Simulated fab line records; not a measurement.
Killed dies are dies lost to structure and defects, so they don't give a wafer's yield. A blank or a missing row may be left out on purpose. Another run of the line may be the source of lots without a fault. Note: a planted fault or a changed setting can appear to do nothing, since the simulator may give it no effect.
fab line records	flow nand-harc
[record] lots = 24	wafers = 72	last-day = 25
route steps=1159 shown P_GATE@175 P_M0@268 P_M1@317 P_BONDPAD@386
lots with no fault: from the same line, run without faults
start-h: hours from the record's opening day to when the first of the lot's shown wafers began	wait-h: hours elapsed since this lot's preceding step	" the same as in the row above	L1.1+2: a row that stands for several wafers	- either no value or no given start	* or withheld: withheld	< > ~ a bound
route shown NAME@n: NAME is a module with steps in the file, n the number in the route of the first one	usual: the fault-free wafers' mean and standard deviation	same: alike in all rows	chamber/n: place in a boat	sites: readings site by site	_std_site: the values' standard deviation	_edge_site: mean of outer sites minus mean of inner sites	radius-mm: how far each site lies from the wafer's centre	mask NAME#n: copy n	behind: the most recent tool/chamber to have shaped the wafer	hold: the reason the lot was held/the length of the hold in hours/how it ended	device: whichever transistor did not switch (one of n, p or np)	end of line: tests run on the same wafers once the route is complete	a step with no rows: only its recipe	killed: dies lost to structure and defects at the first sort, not the wafer's yield	map: per-die view of a wafer (x killed, . not killed, _ where there is no die)
set.NAME: setting as actually run; set.NAME@STEP: the setting as run at that earlier step	model.NAME: the simulator's own value behind a step, which no gauge read
route steps across a sampled set of lots; one table per step, one row per wafer
services: the hour from which a tool's chamber was out of use, counted from the record's first day as start-h (under 0 if before that day), plus the number of hours and why
[[steps]]
[step NHARC_P_GATE_STRIP_75]
[recipe] power-w = 1500	temp-c = 250	chemistry = O2
[usual] drypump-motor-current-A = 5.9/0.41	heater-power-w = 361/21
lot.wafer	tool	chamber	start-h	wait-h	drypump-motor-current-A	heater-power-w	rf-hours-counter-h
L074.1	plasma-asher-02	1	94.81	0.3	6.4	365	28
L074.6	"	1	"	"	6.4	364	-
L074.5	"	0	"	"	5.6	355	-
L075.1	plasma-asher-02	1	103.91	0.3	6.3	359	32
L075.2	"	0	"	"	5.6	365	32
L075.3	"	0	"	"	5.6	355	-
L077.2	plasma-asher-01	0	120.14	0.3	5.2	317	3
L077.1	"	1	"	"	6.2	361	3
L077.6	"	0	"	"	5.2	320	-
L076.1	plasma-asher-02	0	122.97	0.2	5.6	351	38
L076.3	"	0	"	"	5.6	353	-
L076.5	"	1	"	"	6.4	382	-
L079.2	plasma-asher-02	1	126.67	0.3	6.4	369	40
L079.3	"	1	"	"	6.4	370	-
L079.6	"	1	"	"	6.4	358	-
L078.3	plasma-asher-01	1	128.65	0.2	6.1	343	-
L078.4	"	0	"	"	5.2	319	-
L078.6	"	0	"	"	5.2	312	-
L081.3	plasma-asher-02	0	141.77	0.2	5.6	353	-
L081.4	"	1	"	"	6.4	367	-
L081.6	"	1	"	"	6.3	357	-
L080.2	plasma-asher-01	0	142.07	0.2	5.2	303	9
L080.3	"	1	"	"	6.1	348	-
L080.4	"	0	"	"	5.2	314	-
L082.2	plasma-asher-02	1	157.72	0.2	6.3	374	49
L082.1	"	0	"	"	5.6	365	49
L082.5	"	1	"	"	6.4	378	-
L083.2	plasma-asher-02	0	161.57	0.3	5.6	354	52
L083.1	"	1	"	"	6.4	366	52
L083.5	"	1	"	"	6.4	370	-
L084.1	plasma-asher-02	1	165.91	0.3	6.3	360	56
L084.6	"	1	"	"	6.4	362	-
L084.5	"	0	"	"	5.6	355	-
L087.1	plasma-asher-02	1	179.67	0.2	6.3	362	66
L087.2	"	0	"	"	5.6	367	66
L087.3	"	1	"	"	6.3	368	-
L086.1	plasma-asher-02	0	180.32	0.2	5.6	360	66
L086.3	"	1	"	"	6.3	359	-
L086.5	"	0	"	"	5.6	362	-
L085.2	plasma-asher-02	1	181.68	0.2	6.3	359	68
L085.6	"	0	"	"	5.6	363	-
L085.5	"	1	"	"	6.3	368	-
L088.2	plasma-asher-02	0	194.35	0.3	5.6	400	2
L088.1	"	1	"	"	6.3	373	2
L088.4	"	1	"	"	6.3	371	-
L089.3	plasma-asher-02	1	200.89	0.2	6.4	366	-
L089.6	"	1	"	"	6.3	367	-
L089.5	"	0	"	"	5.6	387	-
L090.1	plasma-asher-02	1	203.65	0.2	6.4	372	11
L090.3	"	1	"	"	6.3	364	-
L090.5	"	0	"	"	5.6	391	-
L092.1	plasma-asher-02	0	209.13	0.2	5.6	381	16
L092.4	"	1	"	"	6.3	375	-
L092.3	"	0	"	"	5.6	383	-
L091.4	plasma-asher-02	1	209.94	0.2	6.4	369	-
L091.6	"	1	"	"	6.3	370	-
L091.5	"	0	"	"	5.6	391	-
L094.1	plasma-asher-02	0	216.41	0.2	5.6	387	24
L094.3	"	1	"	"	6.3	365	-
L094.6	"	0	"	"	5.6	387	-
L093.1	plasma-asher-02	1	216.78	0.2	6.3	367	24
L093.4	"	0	"	"	5.6	395	-
L093.3	"	1	"	"	6.3	377	-
L095.3	plasma-asher-02	0	229.00	0.2	5.6	383	-
L095.5	"	0	"	"	5.6	380	-
L095.6	"	1	"	"	6.3	370	-
L096.1	plasma-asher-01	1	234.36	0.3	6.1	354	11
L096.2	"	0	"	"	5.2	311	11
L096.3	"	1	"	"	6.2	350	-
L097.1	plasma-asher-01	0	243.88	0.2	5.2	307	15
L097.4	"	1	"	"	6.2	352	-
L097.3	"	0	"	"	5.2	317	-
[step NHARC_P_GATE_DEGAS_109]
[recipe] temp-c = 300	time-s = 60
[usual] heater-power-w = 472/57
lot.wafer	tool	chamber	start-h	wait-h	heater-power-w
L074.1	pvd-sputter-01	-	99.33	0.1	468
L074.6	"	-	"	"	533
L074.5	"	-	"	"	377
L075.3	pvd-sputter-01	-	108.79	0.1	463
L075.2	"	-	"	"	539
L075.1	"	-	"	"	366
L077.2	pvd-sputter-03	-	124.85	0.1	484
L077.1	"	-	"	"	414
L077.6	"	-	"	"	396
L076.3	pvd-sputter-02	-	127.77	0.1	413
L076.1	"	-	"	"	481
L076.5	"	-	"	"	417
L079.3	pvd-sputter-03	-	131.30	0.1	465
L079.2	"	-	"	"	416
L079.6	"	-	"	"	522
L078.3	pvd-sputter-01	-	133.11	0.1	529
L078.4	"	-	"	"	373
L078.6	"	-	"	"	532
L081.3	pvd-sputter-02	-	146.51	0.1	431
L081.4	"	-	"	"	496
L081.6	"	-	"	"	424
L080.2	pvd-sputter-03	-	146.82	0.1	380
L080.3	"	-	"	"	487
L080.4	"	-	"	"	522
L082.1	pvd-sputter-03	-	163.23	0.1	483
L082.2	"	-	"	"	415
L082.5	"	-	"	"	490
L083.2	pvd-sputter-03	-	167.57	0.1	478
L083.1	"	-	"	"	414
L083.5	"	-	"	"	490
L084.1	pvd-sputter-02	-	172.03	0.1	491
L084.6	"	-	"	"	481
L084.5	"	-	"	"	454
L087.3	pvd-sputter-01	-	194.28	0.1	383
L087.1	"	-	"	"	469
L087.2	"	-	"	"	501
L086.1	pvd-sputter-03	-	196.55	0.1	398
L086.3	"	-	"	"	506
L086.5	"	-	"	"	394
L085.2	pvd-sputter-02	-	197.32	0.1	494
L085.5	"	-	"	"	507
L085.6	"	-	"	"	482
L088.4	pvd-sputter-02	-	200.82	0.1	466
L088.1	"	-	"	"	422
L088.2	"	-	"	"	565
L089.3	pvd-sputter-01	-	206.26	0.1	386
L089.6	"	-	"	"	469
L089.5	"	-	"	"	549
L090.1	pvd-sputter-02	-	209.35	0.1	456
L090.3	"	-	"	"	422
L090.5	"	-	"	"	555
L092.1	pvd-sputter-01	-	214.72	0.1	553
L092.3	"	-	"	"	506
L092.4	"	-	"	"	480
L091.4	pvd-sputter-01	-	215.79	0.1	483
L091.5	"	-	"	"	394
L091.6	"	-	"	"	469
L094.3	pvd-sputter-01	-	221.10	0.1	551
L094.1	"	-	"	"	513
L094.6	"	-	"	"	548
L093.1	pvd-sputter-01	-	221.92	0.1	553
L093.4	"	-	"	"	517
L093.3	"	-	"	"	470
L095.3	pvd-sputter-01	-	234.00	0.1	519
L095.6	"	-	"	"	553
L095.5	"	-	"	"	510
L096.2	pvd-sputter-03	-	239.10	0.1	506
L096.3	"	-	"	"	405
L096.1	"	-	"	"	490
L097.1	pvd-sputter-02	-	248.56	0.1	435
L097.4	"	-	"	"	590
L097.3	"	-	"	"	461
[step NHARC_P_M0_ETCH_15]
[recipe] target-depth-a = 1500	overetch-a = 150	time-s = 82.5	c4f8-flow-sccm = withheld	ar-flow-sccm = 400	rf-w = 600	bias-w = 300	chemistry = C4F8/Ar
[usual] chamber-pressure-mTorr = 24.997/0.025	oes-product-au = 0.956/0.024	rf-vpp-V = 441.4/1.9
lot.wafer	tool	chamber	start-h	wait-h	chamber-pressure-mTorr	oes-product-au	rf-hours-counter-h	rf-vpp-V
L074.1	rie-diel-05	1	-	-	25.010	0.990	8	443.2
L074.5	"	3	"	"	25.014	0.969	-	438.1
L074.6	"	0	"	"	24.985	0.966	-	443.4
L075.2	rie-diel-05	0	-	-	24.992	0.956	9	442.5
L075.1	"	1	"	"	24.973	0.981	9	442.9
L075.3	"	2	"	"	24.994	0.968	9	443.0
L076.3	rie-diel-04	2	-	-	25.033	0.969	1	440.1
L076.1	"	1	"	"	25.003	0.970	1	440.2
L076.5	"	2	"	"	24.964	0.964	-	439.6
L077.1	rie-diel-10	2	-	-	25.058	0.907	10	440.8
L077.2	"	3	"	"	24.946	0.936	9	444.8
L077.6	"	0	"	"	24.965	0.937	-	442.7
L079.3	rie-diel-05	2	-	-	25.051	0.967	10	444.2
L079.2	"	3	"	"	24.979	0.960	10	438.5
L079.6	"	2	"	"	25.026	0.969	-	443.4
L078.3	rie-diel-05	2	-	-	25.016	0.950	11	443.7
L078.4	"	1	"	"	25.044	0.956	10	442.9
L078.6	"	3	"	"	24.954	0.963	-	437.2
L081.3	rie-diel-10	2	-	-	25.015	0.921	12	441.6
L081.4	"	3	"	"	24.992	0.937	11	445.1
L081.6	"	3	"	"	24.999	0.926	-	445.3
L080.2	rie-diel-04	0	-	-	25.016	0.977	2	441.6
L080.4	"	1	"	"	25.018	0.980	2	442.1
L080.3	"	2	"	"	24.986	0.967	2	440.4
L082.2	rie-diel-04	2	-	-	25.026	0.932	4	441.4
L082.1	"	0	"	"	24.994	0.935	4	442.0
L082.5	"	2	"	"	24.999	0.932	-	439.6
L083.2	rie-diel-04	2	-	-	25.016	0.958	4	439.9
L083.1	"	0	"	"	25.032	0.972	4	442.0
L083.5	"	2	"	"	25.028	0.968	-	440.2
L084.1	rie-diel-04	0	-	-	25.028	1.001	4	441.1
L084.5	"	1	"	"	25.000	0.994	-	439.3
L084.6	"	2	"	"	24.993	0.983	-	439.3
L087.1	rie-diel-04	1	-	-	24.986	0.985	6	440.0
L087.3	"	2	"	"	24.988	1.001	6	441.8
L087.2	"	0	"	"	24.987	0.984	6	441.4
L086.3	rie-diel-10	2	-	-	25.013	0.917	2	440.1
L086.1	"	0	"	"	24.999	0.933	2	441.2
L086.5	"	3	"	"	25.024	0.936	-	444.9
L085.2	rie-diel-04	2	-	-	25.046	0.986	6	439.9
L085.5	"	1	"	"	24.975	0.999	-	440.9
L085.6	"	2	"	"	25.014	0.986	-	439.6
L088.1	rie-diel-10	3	-	-	24.993	0.982	2	444.2
L088.2	"	0	"	"	24.995	0.971	2	442.9
L088.4	"	1	"	"	24.977	0.966	2	443.5
L089.3	rie-diel-10	3	-	-	24.936	0.982	2	443.6
L089.6	"	1	"	"	24.982	0.974	-	441.0
L089.5	"	2	"	"	25.007	0.976	-	439.3
L090.1	rie-diel-05	2	-	-	24.986	0.961	3	445.2
L090.3	"	3	"	"	25.026	0.985	3	438.0
L090.5	"	2	"	"	25.005	0.960	-	443.2
L092.1	rie-diel-05	1	-	-	24.971	0.918	3	442.8
L092.4	"	2	"	"	25.006	0.918	3	444.1
L092.3	"	3	"	"	25.020	0.927	3	437.4
L091.4	rie-diel-04	3	-	-	24.975	0.939	3	440.8
L091.6	"	0	"	"	25.028	0.947	-	441.6
L091.5	"	1	"	"	25.017	0.964	-	441.3
L094.1	rie-diel-04	0	-	-	25.013	0.946	7	442.5
L094.3	"	2	"	"	24.966	0.942	7	440.0
L094.6	"	1	"	"	25.025	0.936	-	439.1
L093.3	rie-diel-10	3	-	-	24.999	0.983	4	443.7
L093.1	"	0	"	"	24.973	0.978	4	442.5
L093.4	"	1	"	"	24.934	0.964	4	442.4
L095.3	rie-diel-05	3	-	-	25.028	0.924	6	436.7
L095.5	"	2	"	"	24.992	0.928	-	442.1
L095.6	"	3	"	"	25.002	0.923	-	437.8
L096.1	rie-diel-04	3	-	-	25.022	0.930	5	441.2
L096.2	"	0	"	"	25.033	0.940	9	440.7
L096.3	"	1	"	"	24.997	0.923	9	440.7
L097.4	rie-diel-04	1	-	-	25.024	0.940	10	440.1
L097.1	"	2	"	"	25.004	0.945	9	440.6
L097.3	"	3	"	"	24.990	0.930	6	440.4
[step NHARC_P_M0_PVD_20]
[recipe] target-thk-a = 50	bias-v = 168.6	power-w = 15000	chamber-pressure-pa = 0.12	time-s = 8.06	substrate-temp-c = 50	material = TaN
[usual] throttle-valve-pct = 29.9/0.84
lot.wafer	tool	chamber	start-h	wait-h	throttle-valve-pct
L074.1	pvd-sputter-01	-	-	-	30.7
L074.6	"	-	"	"	28.8
L074.5	"	-	"	"	30.1
L075.1	pvd-sputter-01	-	-	-	29.2
L075.3	"	-	"	"	28.9
L075.2	"	-	"	"	30.4
L076.3	pvd-sputter-01	-	-	-	30.2
L076.1	"	-	"	"	29.0
L076.5	"	-	"	"	28.7
L077.1	pvd-sputter-02	-	-	-	31.3
L077.2	"	-	"	"	29.6
L077.6	"	-	"	"	31.3
L079.3	pvd-sputter-02	-	-	-	29.6
L079.2	"	-	"	"	28.5
L079.6	"	-	"	"	29.6
L078.4	pvd-sputter-01	-	-	-	29.3
L078.3	"	-	"	"	30.6
L078.6	"	-	"	"	28.9
L081.4	pvd-sputter-03	-	-	-	29.0
L081.3	"	-	"	"	31.0
L081.6	"	-	"	"	29.8
L080.2	pvd-sputter-02	-	-	-	29.7
L080.4	"	-	"	"	31.3
L080.3	"	-	"	"	29.5
L082.1	pvd-sputter-01	-	-	-	30.0
L082.2	"	-	"	"	30.3
L082.5	"	-	"	"	30.8
L083.1	pvd-sputter-03	-	-	-	29.7
L083.2	"	-	"	"	29.8
L083.5	"	-	"	"	31.3
L084.1	pvd-sputter-02	-	-	-	28.8
L084.6	"	-	"	"	29.7
L084.5	"	-	"	"	31.5
L087.2	pvd-sputter-02	-	-	-	29.5
L087.3	"	-	"	"	28.4
L087.1	"	-	"	"	29.5
L086.3	pvd-sputter-02	-	-	-	29.5
L086.1	"	-	"	"	31.2
L086.5	"	-	"	"	28.7
L085.2	pvd-sputter-02	-	-	-	29.7
L085.5	"	-	"	"	29.7
L085.6	"	-	"	"	31.3
L088.2	pvd-sputter-02	-	-	-	28.8
L088.1	"	-	"	"	30.0
L088.4	"	-	"	"	31.6
L089.3	pvd-sputter-01	-	-	-	29.4
L089.6	"	-	"	"	29.0
L089.5	"	-	"	"	30.2
L090.3	pvd-sputter-03	-	-	-	31.2
L090.1	"	-	"	"	30.1
L090.5	"	-	"	"	28.9
L092.4	pvd-sputter-03	-	-	-	31.2
L092.1	"	-	"	"	29.9
L092.3	"	-	"	"	29.1
L091.4	pvd-sputter-01	-	-	-	30.2
L091.5	"	-	"	"	29.1
L091.6	"	-	"	"	30.3
L094.3	pvd-sputter-02	-	-	-	31.4
L094.1	"	-	"	"	29.4
L094.6	"	-	"	"	29.2
L093.1	pvd-sputter-03	-	-	-	30.1
L093.4	"	-	"	"	29.9
L093.3	"	-	"	"	29.1
L095.3	pvd-sputter-03	-	-	-	31.0
L095.5	"	-	"	"	30.1
L095.6	"	-	"	"	29.2
L096.2	pvd-sputter-02	-	-	-	29.4
L096.1	"	-	"	"	31.3
L096.3	"	-	"	"	29.2
L097.3	pvd-sputter-03	-	-	-	30.7
L097.1	"	-	"	"	29.9
L097.4	"	-	"	"	29.4
[step NHARC_P_M1_DEP_33]
[recipe] target-thk-a = 300	temp-c = 370	target-thk-nm = 30	pressure-torr = 3	flow-sccm = 200	rf-w = 450	material = SiCN
[usual] heater-power-w = 572/64
lot.wafer	tool	chamber	start-h	wait-h	heater-power-w
L074.1	pecvd-01	2	113.28	0.1	599
L074.5	"	2	"	"	595
L074.6	"	0	"	"	560
L075.1	pecvd-01	0	122.84	0.1	548
L075.2	"	1	"	"	585
L075.3	"	2	"	"	487
L076.1	pecvd-02	1	143.37	0.1	483
L076.3	"	2	"	"	610
L076.5	"	0	"	"	628
L077.1	pecvd-01	1	144.37	0.1	563
L077.2	"	2	"	"	587
L077.6	"	2	"	"	584
L079.3	pecvd-02	1	145.49	0.1	595
L079.2	"	2	"	"	517
L079.6	"	0	"	"	718
L078.3	pecvd-03	1	152.42	0.1	664
L078.6	"	1	"	"	686
L078.4	"	0	"	"	495
L081.3	pecvd-01	1	166.39	0.1	579
L081.6	"	2	"	"	578
L081.4	"	0	"	"	512
L080.3	pecvd-02	2	166.60	0.1	564
L080.2	"	0	"	"	648
L080.4	"	0	"	"	665
L082.1	pecvd-02	2	177.17	0.1	506
L082.2	"	1	"	"	547
L082.5	"	2	"	"	512
L083.1	pecvd-02	2	183.03	0.1	510
L083.2	"	0	"	"	702
L083.5	"	2	"	"	504
L084.1	pecvd-01	0	188.53	0.1	550
L084.5	"	0	"	"	555
L084.6	"	1	"	"	582
L087.3	pecvd-03	2	217.55	0.1	610
L087.1	"	0	"	"	468
L087.2	"	1	"	"	627
L086.3	pecvd-03	2	217.94	0.1	540
L086.1	"	0	"	"	509
L086.5	"	0	"	"	500
L085.2	pecvd-02	2	218.75	0.1	500
L085.6	"	2	"	"	503
L085.5	"	0	"	"	707
L088.1	pecvd-01	2	219.60	0.1	510
L088.2	"	0	"	"	495
L088.4	"	0	"	"	483
L089.3	pecvd-01	1	222.78	0.1	554
L089.6	"	2	"	"	534
L089.5	"	0	"	"	572
L090.1	pecvd-03	0	225.90	0.1	506
L090.3	"	1	"	"	635
L090.5	"	2	"	"	639
L092.1	pecvd-01	1	228.51	0.1	608
L092.3	"	2	"	"	591
L092.4	"	0	"	"	529
L091.5	pecvd-02	0	229.74	0.2	717
L091.6	"	1	"	"	536
L091.4	"	2	"	"	563
L094.1	pecvd-01	2	235.72	0.1	525
L094.3	"	1	"	"	570
L094.6	"	0	"	"	498
L093.1	pecvd-03	1	236.11	0.1	645
L093.3	"	0	"	"	505
L093.4	"	1	"	"	660
L095.3	pecvd-03	1	253.09	0.1	650
L095.5	"	2	"	"	617
L095.6	"	0	"	"	475
L096.3	pecvd-02	1	253.51	0.1	482
L096.2	"	2	"	"	520
L096.1	"	0	"	"	705
L097.3	pecvd-03	1	262.74	0.1	644
L097.1	"	2	"	"	627
L097.4	"	1	"	"	663
[step NHARC_P_BONDPAD_ACTIVATE_29]
[recipe] time-s = 60	n2-flow-sccm = 200	ar-flow-sccm = 0	bias-power-w = 0	chemistry = N2
[usual] drypump-motor-current-A = 5.7/0.53	oes-product-au = 1.000/0.011	rf-vpp-V = 64.1/0.92	showerhead-plenum-p-Torr = 1.76/0.075
lot.wafer	tool	chamber	start-h	wait-h	drypump-motor-current-A	oes-product-au	rf-hours-counter-h	rf-vpp-V	showerhead-plenum-p-Torr
L074.1	rie-diel-11	2	122.00	0.1	5.3	0.988	9	63.3	1.73
L074.6	"	2	"	"	5.3	1.001	-	63.8	1.73
L074.5	"	3	"	"	5.0	1.003	-	63.4	1.64
L075.3	rie-diel-11	1	131.26	0.1	6.4	1.006	10	66.0	1.82
L075.1	"	3	"	"	5.0	1.001	8	66.0	1.65
L075.2	"	0	"	"	5.8	0.981	11	64.1	1.82
L076.1	rie-diel-01	3	152.07	0.1	6.6	1.007	3	64.8	1.86
L076.3	"	0	"	"	5.8	0.992	3	63.1	1.84
L076.5	"	0	"	"	5.8	0.985	-	64.5	1.84
L077.2	rie-diel-11	3	153.49	0.1	5.1	0.999	10	63.1	1.64
L077.1	"	0	"	"	5.9	1.006	13	64.4	1.82
L077.6	"	2	"	"	5.3	0.987	-	63.4	1.73
L079.2	rie-diel-11	1	154.18	0.1	6.4	1.009	12	64.8	1.82
L079.3	"	3	"	"	5.1	1.004	10	62.7	1.64
L079.6	"	1	"	"	6.4	0.999	-	63.4	1.82
L078.4	rie-diel-11	1	160.88	0.1	6.4	1.002	12	63.7	1.82
L078.3	"	2	"	"	5.3	0.974	12	64.2	1.73
L078.6	"	3	"	"	5.0	0.990	-	64.7	1.64
L081.4	rie-diel-11	1	174.92	0.1	6.4	1.021	13	64.6	1.82
L081.3	"	2	"	"	5.3	0.984	13	63.5	1.73
L081.6	"	0	"	"	5.8	0.998	-	63.6	1.82
L080.4	rie-diel-11	2	175.33	0.1	5.3	0.968	13	63.3	1.73
L080.3	"	3	"	"	5.0	1.000	11	63.5	1.64
L080.2	"	0	"	"	5.8	1.003	14	63.3	1.82
L082.2	rie-diel-11	1	185.73	0.1	6.4	1.005	14	64.1	1.82
L082.1	"	2	"	"	5.3	0.970	14	62.6	1.73
L082.5	"	1	"	"	6.4	1.009	-	64.3	1.82
L083.1	rie-diel-02	3	191.70	0.1	6.0	0.998	13	63.4	1.67
L083.2	"	2	"	"	5.7	0.995	12	64.0	1.74
L083.5	"	3	"	"	6.0	1.007	-	61.8	1.67
L084.1	rie-diel-01	3	197.39	0.1	6.6	1.002	24	63.5	1.86
L084.6	"	3	"	"	6.6	1.005	-	64.6	1.86
L084.5	"	0	"	"	5.8	0.991	-	65.7	1.84
L087.2	rie-diel-11	1	226.66	0.1	6.4	1.002	4	63.9	1.82
L087.3	"	3	"	"	5.0	1.002	3	63.0	1.64
L087.1	"	0	"	"	5.8	1.004	4	66.0	1.82
L086.3	rie-diel-11	1	227.14	0.1	6.4	1.000	4	64.4	1.82
L086.1	"	2	"	"	5.3	1.005	3	64.0	1.73
L086.5	"	0	"	"	5.9	1.014	-	64.8	1.82
L085.2	rie-diel-01	2	227.73	0.1	5.2	1.005	34	65.3	1.82
L085.5	"	3	"	"	6.6	0.991	-	64.7	1.85
L085.6	"	0	"	"	5.8	0.984	-	64.2	1.83
L088.4	rie-diel-11	2	228.54	0.1	5.3	0.998	3	63.7	1.73
L088.1	"	0	"	"	5.8	1.011	4	64.2	1.82
L088.2	"	1	"	"	6.4	0.992	4	64.5	1.82
L089.3	rie-diel-11	2	232.00	0.1	5.3	1.006	4	63.3	1.73
L089.5	"	2	"	"	5.3	0.994	-	63.0	1.73
L089.6	"	3	"	"	5.1	0.999	-	63.4	1.64
L090.1	rie-diel-11	1	235.21	0.1	6.4	0.997	4	65.3	1.82
L090.3	"	2	"	"	5.3	0.999	4	63.0	1.73
L090.5	"	1	"	"	6.4	0.997	-	64.7	1.82
L092.4	rie-diel-11	2	237.57	0.1	5.3	0.995	4	64.5	1.73
L092.3	"	0	"	"	5.8	1.006	5	64.6	1.82
L092.1	"	1	"	"	6.4	0.988	5	64.3	1.82
L091.4	rie-diel-11	1	238.59	0.1	6.4	0.998	5	62.8	1.82
L091.5	"	0	"	"	5.8	1.010	-	65.8	1.82
L091.6	"	1	"	"	6.4	0.990	-	65.3	1.82
L094.1	rie-diel-11	3	244.69	0.1	5.0	1.010	6	64.1	1.64
L094.3	"	0	"	"	5.8	1.006	6	64.9	1.82
L094.6	"	2	"	"	5.3	1.007	-	64.4	1.73
L093.3	rie-diel-11	0	245.68	0.1	5.8	1.005	6	63.4	1.82
L093.1	"	1	"	"	6.4	1.001	6	63.2	1.82
L093.4	"	2	"	"	5.2	1.005	6	64.3	1.73
L095.3	rie-diel-11	2	262.02	0.1	5.3	1.009	6	64.9	1.73
L095.6	"	3	"	"	5.0	1.001	-	62.3	1.64
L095.5	"	0	"	"	5.9	1.005	-	63.7	1.82
L096.1	rie-diel-11	1	262.32	0.1	6.4	1.006	7	64.1	1.82
L096.3	"	2	"	"	5.3	1.013	6	65.1	1.73
L096.2	"	3	"	"	5.0	1.001	6	64.0	1.64
L097.3	rie-diel-02	2	271.95	0.1	5.7	0.973	40	64.1	1.73
L097.4	"	3	"	"	6.0	1.003	46	63.6	1.66
L097.1	"	0	"	"	6.0	0.992	43	63.7	1.66
[[services]]
tool	chamber	start-h	hours	kind
pvd-sputter-03	-	73.13	2.1	repair
rie-diel-11	3	73.51	16.0	repair
rie-diel-11	1	76.42	3.9	repair
rie-diel-11	2	89.38	5.7	repair
rie-diel-04	2	99.60	20.7	repair
pvd-sputter-03	-	102.00	10.0	pm
plasma-asher-02	-	103.02	0.3	repair
rie-diel-04	3	103.17	32.4	repair
rie-diel-04	-	110.81	0.3	repair
rie-diel-04	-	112.14	9.0	pm
pecvd-02	-	153.52	13.0	pm
pvd-sputter-01	-	158.06	10.0	pm
rie-diel-04	3	162.47	14.1	repair
pvd-sputter-02	-	167.76	0.7	repair
plasma-asher-02	-	183.03	9.0	pm
rie-diel-11	-	189.53	9.0	pm
pecvd-02	1	197.95	8.0	repair
pvd-sputter-01	-	210.20	3.8	repair
pvd-sputter-02	-	214.00	10.0	pm
pvd-sputter-01	-	219.12	1.2	repair
pecvd-02	-	232.55	0.5	repair
pecvd-01	-	237.04	13.0	pm
pvd-sputter-01	-	237.14	38.6	repair
rie-diel-04	2	242.42	7.1	repair
[[key]]
fault none
